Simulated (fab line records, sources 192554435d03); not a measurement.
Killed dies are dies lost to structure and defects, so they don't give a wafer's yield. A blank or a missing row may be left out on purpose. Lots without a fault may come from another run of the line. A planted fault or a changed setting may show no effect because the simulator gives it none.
fab line records | flow n5_finfet
record lots=13 wafers=39 last_day=17
route steps=1938 shown BEOL_M2@908 PAD_METAL@1894 PASSIVATION@1925
lots that met no fault: from a run of the same line without faults
start_h: hours from the record's first day to the start of the lot's first wafer shown | wait_h: hours since the lot's step before | " the same as in the row above | L1.1+2: a row that stands for several wafers | - no value, or no start given | * or withheld: withheld | < > ~ a bound
route shown NAME@n: a module of which the file shows steps, and the number in the route of the first | usual: mean/standard deviation of fault-free wafers | same: alike in all rows | chamber/n: place in a boat | sites: the reading at each site | _std_site: their standard deviation | _edge_site: outer sites' mean less inner sites' | radius_mm: how far each site lies from the wafer's centre | mask NAME#n: copy n | behind: the tool/chamber that last shaped the wafer | hold: why the lot was held/for how many hours/how that ended | device: the transistor (n, p or np) that didn't switch | end of line: the same wafers' tests at the end of the route | a step without rows: its recipe alone | killed: dies lost to structure and defects at the first sort, not the wafer's yield | map: a wafer's dies, x killed, . not, _ none there
set.NAME: the setting as run; set.NAME@STEP: as run at that earlier step | model.NAME: the simulator's own value behind a step, which no gauge read
steps of the route over a sample of lots; a table a step, a row a wafer
services: from which hour (start_h, from the record's first day; less than 0 if before it) a tool's chamber was out of use, for how many hours, and why
## steps
# step N5_BEOL_M2_SPUTTER_81
# recipe material=Cu target_thk_a=45 temp_c=-20 chamber_pressure_pa=0.07 power_w=withheld time_s=8.29
# usual chuck_gas_flow_sccm=1.27/0.05 throttle_valve_pct=30.4/0.86
# columns lot.wafer tool chamber start_h wait_h chuck_gas_flow_sccm throttle_valve_pct
L495.2 pvd_sputter-02 - 140.38 0.1 1.20 31.4
L495.3 " - " " 1.29 29.5
L495.5 " - " " 1.28 30.6
L496.1 pvd_sputter-02 - 152.86 0.1 1.24 30.0
L496.3 " - " " 1.29 31.6
L496.5 " - " " 1.24 31.5
L497.1 pvd_sputter-03 - 153.07 0.1 1.26 29.7
L497.4 " - " " 1.30 29.7
L497.6 " - " " 1.23 29.7
L500.1 pvd_sputter-02 - 162.50 0.1 1.25 29.6
L500.2 " - " " 1.26 29.9
L500.5 " - " " 1.17 29.8
L501.2 pvd_sputter-02 - 177.38 0.1 1.28 29.7
L501.3 " - " " 1.24 31.7
L501.4 " - " " 1.31 30.8
L506.1 pvd_sputter-03 - 202.53 0.1 1.26 29.3
L506.4 " - " " 1.22 29.7
L506.5 " - " " 1.24 29.7
L507.2 pvd_sputter-03 - 213.83 0.1 1.25 31.4
L507.4 " - " " 1.27 29.9
L507.6 " - " " 1.33 29.3
L509.1 pvd_sputter-03 - 227.96 0.1 1.21 29.6
L509.2 " - " " 1.25 29.6
L509.4 " - " " 1.30 31.4
L512.3 pvd_sputter-01 - 245.11 0.1 1.34 31.7
L512.4 " - " " 1.22 30.1
L512.6 " - " " 1.26 32.1
L515.2 pvd_sputter-03 - 257.96 0.1 1.24 29.5
L515.3 " - " " 1.31 29.8
L515.4 " - " " 1.29 29.7
L516.1 pvd_sputter-02 - 260.97 0.1 1.24 29.4
L516.4 " - " " 1.28 29.8
L516.5 " - " " 1.21 29.8
L517.1 pvd_sputter-03 - 271.34 0.1 1.26 31.7
L517.2 " - " " 1.29 29.6
L517.6 " - " " 1.26 29.7
L518.1 pvd_sputter-03 - 274.90 0.1 1.29 31.5
L518.3 " - " " 1.31 29.7
L518.5 " - " " 1.33 29.6
# step N5_PASSIVATION_PRE_CLEAN_19
# recipe gas=H2/He time_s=* temp_c=*
# usual heater_power_w=490/68
# columns lot.wafer tool chamber start_h wait_h heater_power_w
L495.2 pvd_sputter-02 - 255.51 0.0 444
L495.3 " - " " 567
L495.5 " - " " 454
L497.1 pvd_sputter-01 - 267.04 0.0 355
L497.4 " - " " 611
L497.6 " - " " 358
L496.1 pvd_sputter-02 - 267.76 0.0 602
L496.3 " - " " 460
L496.5 " - " " 454
L500.1 pvd_sputter-02 - 283.24 0.0 453
L500.2 " - " " 583
L500.5 " - " " 574
L501.2 pvd_sputter-03 - 301.61 0.0 445
L501.3 " - " " 503
L501.4 " - " " 567
L506.1 pvd_sputter-02 - 325.82 0.0 574
L506.4 " - " " 453
L506.5 " - " " 450
L507.2 pvd_sputter-02 - 326.28 0.0 443
L507.4 " - " " 449
L507.6 " - " " 579
L509.1 pvd_sputter-03 - 347.26 0.0 442
L509.2 " - " " 499
L509.4 " - " " 549
L512.3 pvd_sputter-03 - 359.62 0.0 452
L512.4 " - " " 436
L512.6 " - " " 516
L515.2 pvd_sputter-01 - 381.14 0.0 596
L515.3 " - " " 472
L515.4 " - " " 353
L517.1 pvd_sputter-02 - 386.97 0.0 578
L517.2 " - " " 456
L517.6 " - " " 453
L516.1 pvd_sputter-03 - 391.12 0.0 571
L516.4 " - " " 433
L516.5 " - " " 450
L518.1 pvd_sputter-03 - 396.50 0.0 555
L518.3 " - " " 422
L518.5 " - " " 570
# step N5_PASSIVATION_CD_MEAS_44
# recipe target_cd_nm=40000 landing_energy_ev=500 detector=se_inlens
# usual cd_nm=40001/3.4
# columns lot.wafer tool chamber start_h wait_h cd_nm
L495.2 cd_sem-03 0 258.09 - 39999
L495.3 " 0 " " 40003
L495.5 " 0 " " 39997
L497.1 cd_sem-02 0 269.54 - 40001
L497.4 " 0 " " 40003
L497.6 " 0 " " 40000
L496.1 cd_sem-02 0 270.35 - 40002
L496.3 " 0 " " 40003
L496.5 " 0 " " 40002
L500.1 cd_sem-01 0 286.14 - 40001
L500.2 " 0 " " 40003
L500.5 " 0 " " 40001
L501.2 cd_sem-01 0 304.45 - 40004
L501.3 " 0 " " 40005
L501.4 " 0 " " 40009
L506.1 cd_sem-02 0 328.27 - 40000
L506.4 " 0 " " 40000
L506.5 " 0 " " 40004
L507.2 cd_sem-01 0 328.66 - 40002
L507.4 " 0 " " 40001
L507.6 " 0 " " 40001
L509.1 cd_sem-01 0 349.90 - 39999
L509.2 " 0 " " 39998
L509.4 " 0 " " 39996
L512.3 cd_sem-02 0 362.22 - 40002
L512.4 " 0 " " 40001
L512.6 " 0 " " 40003
L515.2 cd_sem-02 0 383.74 - 40002
L515.3 " 0 " " 40006
L515.4 " 0 " " 40003
L517.1 cd_sem-01 0 389.76 - 40000
L517.2 " 0 " " 40009
L517.6 " 0 " " 40002
L516.1 cd_sem-03 0 394.37 - 39998
L516.4 " 0 " " 39999
L516.5 " 0 " " 40002
L518.1 cd_sem-03 0 399.70 - 39999
L518.3 " 0 " " 39997
L518.5 " 0 " " 39999
# step N5_PASSIVATION_PROBE_49
# usual defect_limited_yield=91.3/1.5 killed_at_M0_to_M3=34/9.4 killed_at_M4_up=13/5.3 killed_at_contacts=13/5.7 killed_at_front_end=40/10 killed_at_other=3.7/2.8 killed_dies=103/17 killed_open=67/13 killed_short=35/8.5 sort_bin_4_leakage=0.00/0.016 sort_bin_5_function=5.0/0.98 sort_bin_6_memory=3.3/0.7 sort_n_pass=1077/17 sort_yield_pct=91.3/1.5
# same gross_dies=1180 killed_at_back_side=0 sort_bin_8_speed[%]=0
# columns lot.wafer tool chamber start_h wait_h defect_limited_yield[%] killed_at_M0_to_M3 killed_at_M4_up killed_at_contacts killed_at_front_end killed_at_other killed_dies killed_open killed_short sort_bin_4_leakage[%] sort_bin_5_function[%] sort_bin_6_memory[%] sort_n_pass sort_yield_pct[%]
L495.2 prober-01 - 261.56 0.1 91.4 27 12 12 47 3 101 69 32 0 4.7 3.4 1079 91.4
L495.3 prober-01 - 261.61 0.1 92.3 26 12 14 38 1 91 55 33 0 4.2 2.9 1089 92.3
L495.5 prober-01 - 261.71 0.2 91.3 28 22 12 39 2 103 70 33 0 4.3 4.3 1077 91.3
L500.1 prober-01 - 289.51 0.0 79.1 192 9 18 25 3 247 59 28 0 12.2 4.2 933 79.1
L500.2 prober-01 - 289.56 0.1 79.0 186 5 11 43 3 248 60 32 0 11.3 4.4 932 79.0
L500.5 prober-01 - 289.71 0.2 79.4 193 9 4 33 4 243 47 34 0 12.0 4.2 937 79.4
L501.2 prober-01 - 307.64 0.1 77.0 181 15 20 50 5 271 81 37 0 13.8 5.0 909 77.0
L501.3 prober-01 - 307.69 0.1 80.3 182 12 9 22 7 232 52 21 0 12.0 3.4 948 80.3
L501.4 prober-01 - 307.74 0.2 84.9 104 7 9 55 3 178 78 34 0 7.7 4.1 1002 84.9
L512.3 prober-02 - 365.44 0.1 91.2 42 21 1 35 5 104 82 22 0 4.9 3.9 1076 91.2
L512.4 prober-02 - 365.49 0.2 92.2 26 14 17 34 1 92 62 30 0 4.4 3.0 1088 92.2
L512.6 prober-02 - 365.59 0.3 93.9 39 5 5 19 4 72 54 17 0 3.8 1.9 1108 93.9
# killed by level:class
L495.2 FIN_SAQP:geometric_particle:open=19 MOL_CONTACT_COAG:geometric_particle:open=9 FIN_SAQP:geometric_particle:short=7 BEOL_M2:geometric_particle:open=6 BEOL_M3:geometric_particle:open=5 SPACER0:geometric_particle:open=4 BEOL_M0_SAQP:geometric_particle:open=4 BEOL_M0_SAQP:geometric_particle:short=4
L495.3 MOL_CONTACT_COAG:geometric_particle:open=13 FIN_SAQP:geometric_particle:open=10 FIN_SAQP:geometric_particle:short=8 BEOL_M0_SAQP:geometric_particle:short=6 BEOL_M2:geometric_particle:open=6 BEOL_M4:geometric_particle:open=6 BEOL_M1:geometric_particle:open=4 BEOL_M3:geometric_particle:open=4
L495.5 BEOL_M4:geometric_particle:open=16 FIN_SAQP:geometric_particle:short=10 BEOL_M2:geometric_particle:open=9 MOL_CONTACT_COAG:geometric_particle:open=7 FIN_SAQP:geometric_particle:open=6 STARTING-WAFER:geometric_particle:open=6 MOL_CONTACT_COAG:geometric_particle:short=5 BEOL_M0_SAQP:geometric_particle:open=5
L500.1 BEOL_M2:unspecified=154 MOL_CONTACT_COAG:geometric_particle:open=16 BEOL_M0_SAQP:geometric_particle:open=10 BEOL_M0_SAQP:geometric_particle:short=8 FIN_SAQP:geometric_particle:short=6 STI_FIN_REVEAL:geometric_particle:open=6 BEOL_M0:geometric_particle:open=5 BEOL_M2:geometric_particle:open=5
L500.2 BEOL_M2:unspecified=155 STI_FIN_REVEAL:geometric_particle:open=10 MOL_CONTACT_COAG:geometric_particle:open=9 BEOL_M2:geometric_particle:open=8 BEOL_M3:geometric_particle:open=8 FIN_SAQP:geometric_particle:short=7 FIN_SAQP:geometric_particle:open=5 GATE_CUT:geometric_particle:short=5
L500.5 BEOL_M2:unspecified=161 STI_FIN_REVEAL:geometric_particle:open=10 FIN_SAQP:geometric_particle:short=9 BEOL_M0_SAQP:geometric_particle:short=8 FIN_SAQP:geometric_particle:open=7 BEOL_M2:geometric_particle:open=7 MOL_CONTACT_COAG:geometric_particle:open=4 BEOL_M0_SAQP:geometric_particle:open=4
L501.2 BEOL_M2:unspecified=153 MOL_CONTACT_COAG:geometric_particle:open=15 STI_FIN_REVEAL:geometric_particle:open=10 FIN_SAQP:geometric_particle:open=9 BEOL_M1:geometric_particle:open=8 FIN_SAQP:geometric_particle:short=7 BEOL_M4:geometric_particle:open=7 DUMMY_GATE:geometric_particle:open=5
L501.3 BEOL_M2:unspecified=157 MOL_CONTACT_COAG:geometric_particle:open=8 FIN_SAQP:geometric_particle:open=6 BEOL_M2:geometric_particle:open=6 BEOL_M0_SAQP:geometric_particle:open=5 BEOL_M0_SAQP:geometric_particle:short=4 STI_FIN_REVEAL:geometric_particle:open=3 DUMMY_GATE:geometric_particle:open=3
L501.4 BEOL_M2:unspecified=64 STI_FIN_REVEAL:geometric_particle:open=16 FIN_SAQP:geometric_particle:open=15 FIN_SAQP:geometric_particle:short=9 MOL_CONTACT_COAG:geometric_particle:open=9 BEOL_M1:geometric_particle:open=9 BEOL_M1:geometric_particle:short=7 BEOL_M0_SAQP:geometric_particle:open=6
L512.3 BEOL_M3:geometric_particle:open=17 BEOL_M4:geometric_particle:open=14 STI_FIN_REVEAL:geometric_particle:open=12 BEOL_M2:geometric_particle:open=6 FIN_SAQP:geometric_particle:open=5 DUMMY_GATE:geometric_particle:open=5 BEOL_M0_SAQP:geometric_particle:short=5 BEOL_M1:geometric_particle:open=5
L512.4 MOL_CONTACT_COAG:geometric_particle:open=12 BEOL_M3:geometric_particle:open=9 STI_FIN_REVEAL:geometric_particle:open=7 BEOL_M0_SAQP:geometric_particle:short=7 GATE_CUT:geometric_particle:short=6 BEOL_M4:geometric_particle:open=6 FIN_SAQP:geometric_particle:open=5 MOL_CONTACT_COAG:geometric_particle:short=5
L512.6 BEOL_M3:geometric_particle:open=12 BEOL_M2:geometric_particle:open=7 MOL_CONTACT_COAG:geometric_particle:open=5 STI_FIN_REVEAL:geometric_particle:open=4 BEOL_M0_SAQP:geometric_particle:open=4 BEOL_M0:geometric_particle:open=4 BEOL_M1:geometric_particle:open=4 GATE_CUT:geometric_particle:short=3
## services
# columns tool chamber start_h hours kind
pvd_sputter-03 - 121.68 0.6 repair
pvd_sputter-02 - 124.42 3.5 repair
pvd_sputter-03 - 278.15 5.5 repair
pvd_sputter-02 - 294.67 5.9 repair
pvd_sputter-01 - 310.24 2.1 repair
pvd_sputter-03 - 387.67 2.2 repair
## key
first_sign step=N5_PASSIVATION_PROBE_49 reading=killed_at_M0_to_M3 direction=up sigmas=15 usual=34 struck=173
effect step=N5_PASSIVATION_PROBE_49 reading=defect_limited_yield direction=down sigmas=7.7 usual=91.3 struck=80.0
more_kills_born_at N5_BEOL_M2_SPUTTER_81@pvd_sputter-02=844
met_at N5_BEOL_M2_SPUTTER_81
struck_lots L500,L501
not_acting_at N5_PASSIVATION_PRE_CLEAN_19,N5_PASSIVATION_CD_MEAS_44
onset_between 152.86 162.50
fault kind=chamber_particle_source tool=pvd_sputter-02 chamber=- onset_h=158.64 steps=N5_BEOL_M2_SPUTTER_81 rate_per_visit_cm2=2.131 end_h=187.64
